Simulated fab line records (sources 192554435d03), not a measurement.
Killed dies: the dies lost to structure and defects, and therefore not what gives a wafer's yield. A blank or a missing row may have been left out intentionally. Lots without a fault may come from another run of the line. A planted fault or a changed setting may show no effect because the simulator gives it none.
Split-lot study ; flow n5Finfet ; on a route of 1938 steps: 7 lots, 21 wafers read

ON THE SPLIT
At N5_DUMMY_GATE_ETCH_32 (etches SiO2 in CF4, target depth 3.5 nm, time 3.9 s), the setting timeS was moved away from the recipe's 3.9 s on 8 of the 21 wafers read, by -17.8% to +13.6%. This setting was run at the recipe's value on the other wafers.

The reading is taken at the split's own step.

THE READING
etch.depthNm (the simulator's own value, which no gauge read), in nm, at N5_DUMMY_GATE_ETCH_32 (etches SiO2 in CF4, target depth 3.5 nm, time 3.9 s). The file does not state a usual value for it. The 13 wafers here that ran the recipe average 3.516 nm, standard deviation 0.11 nm.

wafer;tool, chamber at the split;timeS as run, s;against the recipe;etch.depthNm, nm;against lot-mates on the recipe
L078.1;rieSi-03, 2;3.206;-17.8%;2.995;-0.315
L078.4;rieSi-03, 1;3.9;recipe;3.31;-
L078.5;rieSi-03, 1;3.206;-17.8%;2.682;-0.628
L079.1;rieSi-03, 2;3.9;recipe;3.651;-
L079.4;rieSi-03, 0;4.431;+13.6%;4.061;+0.410
L079.6;rieSi-03, 0;4.431;+13.6%;4.091;+0.440
L082.2;rieSi-03, 2;3.9;recipe;3.591;-
L082.5;rieSi-03, 2;3.9;recipe;3.58;-
L082.6;rieSi-03, 3;3.9;recipe;3.656;-
L084.3;rieSi-04, 1;4.313;+10.6%;3.889;+0.365
L084.4;rieSi-04, 3;4.313;+10.6%;3.894;+0.370
L084.5;rieSi-04, 1;3.9;recipe;3.524;-
L088.3;rieSi-04, 3;3.9;recipe;3.502;-
L088.5;rieSi-04, 3;3.9;recipe;3.527;-
L088.6;rieSi-04, 0;3.9;recipe;3.56;-
L089.2;rieSi-05, 2;3.9;recipe;3.362;-
L089.5;rieSi-05, 2;3.9;recipe;3.353;-
L089.6;rieSi-05, 1;3.9;recipe;3.534;-
L090.1;rieSi-04, 1;3.435;-11.9%;3.087;-0.477
L090.3;rieSi-04, 0;3.9;recipe;3.564;-
L090.4;rieSi-04, 3;3.435;-11.9%;3.068;-0.496

THE FIT
A straight line over all 21 wafers: etch.depthNm changes by +0.0382 nm for each +1% of timeS; r = +0.96; the points scatter about the line by 0.1 nm.
The same after taking each lot's own level away (the mean of its wafers on the recipe; 21 wafers): +0.0316 nm for each +1%; r = +0.96; scatter 0.079 nm.
That fit puts the effect of the largest move of timeS on the reading at 0.56 nm.
From 3.3100 to 3.6510 nm: that is the span of the lots' own levels, equal to 3.2 times the standard deviation above.
So the lot-to-lot level changes the slope: the two fits differ.
Check: for one of the wafers moved furthest among these (-17.8%), held out of the fit, the line's prediction against its lot-mates is -0.641 nm. It came out at -0.315 nm against them.

THE OTHER SPLITS THESE WAFERS WENT THROUGH
These wafers also went through other splits before the reading. Each is held against what the fit with the lots' levels taken away leaves over:
other split on the same wafers;wafers away from the commonest value;r with etch.depthNm (lot level and that fit taken away)
N5_WELL_APT_PEB_23 pebTempC;8;+0.29
N5_FIN_SAQP_HM_DEP_72 timeS;4;+0.20
N5_FIN_SAQP_COAT_50 spinRpm;3;+0.02
N5_FIN_CUT_EXPOSE_05 doseMj;9;+0.20
N5_DUMMY_GATE_PECVD_30 timeS;6;+0.23
N5_DUMMY_GATE_ETCH_31 targetDepthA;6;-0.05

THE FILE'S OWN FIT
etch.depthNm changes by +0.0315 nm for each +1% of timeS, r = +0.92.
